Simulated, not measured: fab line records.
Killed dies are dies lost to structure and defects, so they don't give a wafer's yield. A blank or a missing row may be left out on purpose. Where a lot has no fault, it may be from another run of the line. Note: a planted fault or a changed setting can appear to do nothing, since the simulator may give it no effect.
Matching of chambers || flow n5Finfet || 3 sister chambers for N5_BEOL_M7_PECVD_70 on pecvd-04
The step deposits SiO2 from TEOS/O2, target thk 20 nm, time 22.7 s. 16 wafers are shown with their chamber, then 8 later ones without.

== WAFERS, EACH WITH ITS CHAMBER ==
{"wafer": "L074.2", "chamber": 2, "showerheadPlenumPTorr (Torr)": 8.77, "rfFwdPowerW (W)": 449.1, "throttleValvePct (%)": 22.9}
{"wafer": "L074.5", "chamber": 0, "showerheadPlenumPTorr (Torr)": 8.85, "rfFwdPowerW (W)": 444.9, "throttleValvePct (%)": 23.0}
{"wafer": "L074.6", "chamber": 1, "showerheadPlenumPTorr (Torr)": 8.73, "rfFwdPowerW (W)": 441.0, "throttleValvePct (%)": 23.3}
{"wafer": "L076.1", "chamber": 2, "showerheadPlenumPTorr (Torr)": 8.79, "rfFwdPowerW (W)": 446.4, "throttleValvePct (%)": 22.9}
{"wafer": "L076.2", "chamber": 1, "showerheadPlenumPTorr (Torr)": 8.74, "rfFwdPowerW (W)": 440.9, "throttleValvePct (%)": 23.1}
{"wafer": "L076.5", "chamber": 1, "showerheadPlenumPTorr (Torr)": 8.73, "rfFwdPowerW (W)": 442.0, "throttleValvePct (%)": 23.1}
{"wafer": "L084.1", "chamber": 0, "showerheadPlenumPTorr (Torr)": 8.84, "rfFwdPowerW (W)": 446.2, "throttleValvePct (%)": 23.0}
{"wafer": "L084.3", "chamber": 2, "showerheadPlenumPTorr (Torr)": 8.76, "rfFwdPowerW (W)": 446.7, "throttleValvePct (%)": 22.9}
{"wafer": "L084.6", "chamber": 1, "showerheadPlenumPTorr (Torr)": 8.73, "rfFwdPowerW (W)": 443.1, "throttleValvePct (%)": 23.0}
{"wafer": "L086.3", "chamber": 1, "showerheadPlenumPTorr (Torr)": 8.72, "rfFwdPowerW (W)": 441.6, "throttleValvePct (%)": 22.9}
{"wafer": "L086.4", "chamber": 0, "showerheadPlenumPTorr (Torr)": 8.86, "rfFwdPowerW (W)": 444.4, "throttleValvePct (%)": 22.8}
{"wafer": "L086.5", "chamber": 2, "showerheadPlenumPTorr (Torr)": 8.78, "rfFwdPowerW (W)": 446.1, "throttleValvePct (%)": 23.1}
{"wafer": "L087.1", "chamber": 1, "showerheadPlenumPTorr (Torr)": 8.70, "rfFwdPowerW (W)": 443.2, "throttleValvePct (%)": 23.4}
{"wafer": "L087.4", "chamber": 0, "showerheadPlenumPTorr (Torr)": 8.87, "rfFwdPowerW (W)": 443.8, "throttleValvePct (%)": 22.6}
{"wafer": "L087.5", "chamber": 1, "showerheadPlenumPTorr (Torr)": 8.72, "rfFwdPowerW (W)": 443.0, "throttleValvePct (%)": 23.0}
{"wafer": "L088.1", "chamber": 1, "showerheadPlenumPTorr (Torr)": 8.73, "rfFwdPowerW (W)": 442.7, "throttleValvePct (%)": 23.5}

SIGNATURES, as means of the wafers listed above
{"reading": "showerheadPlenumPTorr", "chamber 0": 8.8550, "chamber 1": 8.7250, "chamber 2": 8.7750, "scatter within a chamber": 0.0124}
{"reading": "rfFwdPowerW", "chamber 0": 444.825, "chamber 1": 442.188, "chamber 2": 447.075, "scatter within a chamber": 1.07}
{"reading": "throttleValvePct", "chamber 0": 22.850, "chamber 1": 23.163, "chamber 2": 22.950, "scatter within a chamber": 0.188}
Rule: distance of a wafer from a chamber = root of the sum over the readings of ((wafer's reading minus chamber's mean) / reading's scatter) squared. If the next closest chamber is less than 2 further off than the closest, the wafer can't be placed; otherwise it belongs to the closest. How the scatter is found: for the shown wafers, subtract from each reading the mean of its chamber, square and add these, divide the total by (wafers less chambers), then take the root.

== WAFERS WITHOUT THEIR CHAMBER ==
{"wafer": "L088.3", "showerheadPlenumPTorr (Torr)": 8.78, "rfFwdPowerW (W)": 445.2, "throttleValvePct (%)": 23.3}
{"wafer": "L088.6", "showerheadPlenumPTorr (Torr)": 8.79, "rfFwdPowerW (W)": 447.4, "throttleValvePct (%)": 22.8}
{"wafer": "L091.1", "showerheadPlenumPTorr (Torr)": 8.76, "rfFwdPowerW (W)": 443.0, "throttleValvePct (%)": 23.4}
{"wafer": "L091.5", "showerheadPlenumPTorr (Torr)": 8.85, "rfFwdPowerW (W)": 446.2, "throttleValvePct (%)": 23.0}
{"wafer": "L091.6", "showerheadPlenumPTorr (Torr)": 8.74, "rfFwdPowerW (W)": 439.8, "throttleValvePct (%)": 23.2}
{"wafer": "L095.1", "showerheadPlenumPTorr (Torr)": 8.71, "rfFwdPowerW (W)": 443.4, "throttleValvePct (%)": 23.3}
{"wafer": "L095.4", "showerheadPlenumPTorr (Torr)": 8.73, "rfFwdPowerW (W)": 443.0, "throttleValvePct (%)": 23.3}
{"wafer": "L095.5", "showerheadPlenumPTorr (Torr)": 8.75, "rfFwdPowerW (W)": 442.5, "throttleValvePct (%)": 23.1}

== WHICH CHAMBER EACH ONE RAN IN ==
{"wafer": "L088.3", "from the rows above": 2, "in truth": 2}
{"wafer": "L088.6", "from the rows above": 2, "in truth": 2}
{"wafer": "L091.1", "from the rows above": "can't be placed: 1 or 2", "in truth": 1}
{"wafer": "L091.5", "from the rows above": 0, "in truth": 0}
{"wafer": "L091.6", "from the rows above": 1, "in truth": 1}
{"wafer": "L095.1", "from the rows above": 1, "in truth": 1}
{"wafer": "L095.4", "from the rows above": 1, "in truth": 1}
{"wafer": "L095.5", "from the rows above": 1, "in truth": 1}
Correctly placed: 7 of 8. Cannot be placed on the basis of these rows: 1; the candidates contain the true chamber in 1. Number placed wrongly: 0.
